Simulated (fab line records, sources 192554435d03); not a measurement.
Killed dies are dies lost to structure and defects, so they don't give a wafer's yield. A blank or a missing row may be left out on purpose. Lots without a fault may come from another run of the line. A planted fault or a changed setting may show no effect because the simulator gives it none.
Chamber matching | flow n5_finfet | N5_BEOL_M7_ETCH_66 on rie_diel-01: 4 sister chambers
The step etches SOC in N2/H2, target depth 80 nm, overetch 16 nm, time 120 s. 8 wafers are shown with their chamber, then 7 later ones without.

WAFERS WITH THEIR CHAMBER
wafer  | chamber | throttle_valve_pct (%) | showerhead_plenum_p_Torr (Torr)
L078.4 | 1       | 17.80                  | 2.48
L086.2 | 3       | 18.02                  | 2.51
L086.6 | 3       | 18.04                  | 2.51
L087.2 | 0       | 17.37                  | 2.55
L087.3 | 2       | 18.03                  | 2.61
L087.6 | 2       | 18.05                  | 2.61
L089.2 | 0       | 17.37                  | 2.55
L089.4 | 1       | 17.84                  | 2.47

WAFERS WITHOUT THEIR CHAMBER
wafer  | throttle_valve_pct (%) | showerhead_plenum_p_Torr (Torr)
L089.6 | 17.83                  | 2.47
L092.1 | 18.04                  | 2.51
L092.3 | 17.37                  | 2.55
L092.4 | 17.83                  | 2.47
L093.1 | 17.82                  | 2.47
L093.5 | 18.05                  | 2.61
L093.6 | 18.07                  | 2.50

WHICH CHAMBER EACH WENT THROUGH
wafer  | from the rows above | in truth
L089.6 | 1                   | 1
L092.1 | 3                   | 3
L092.3 | 0                   | 0
L092.4 | 1                   | 1
L093.1 | 1                   | 1
L093.5 | 2                   | 2
L093.6 | 3                   | 3
Placed correctly: 7 of 7. Can't be placed from these rows: 0. Placed wrongly: 0.
How it was worked out, from the rows above alone: a wafer's distance from a chamber is the root of the sum, over the readings, of the square of ((its reading less the chamber's mean) divided by the reading's scatter). The wafer belongs to the nearest chamber; if the next one is less than 2 further off, it can't be placed. A chamber's mean is the mean of its shown wafers. The scatter: the root of (the sum of the squares of (reading less its chamber's mean) over the shown wafers, divided by (wafers less chambers)).
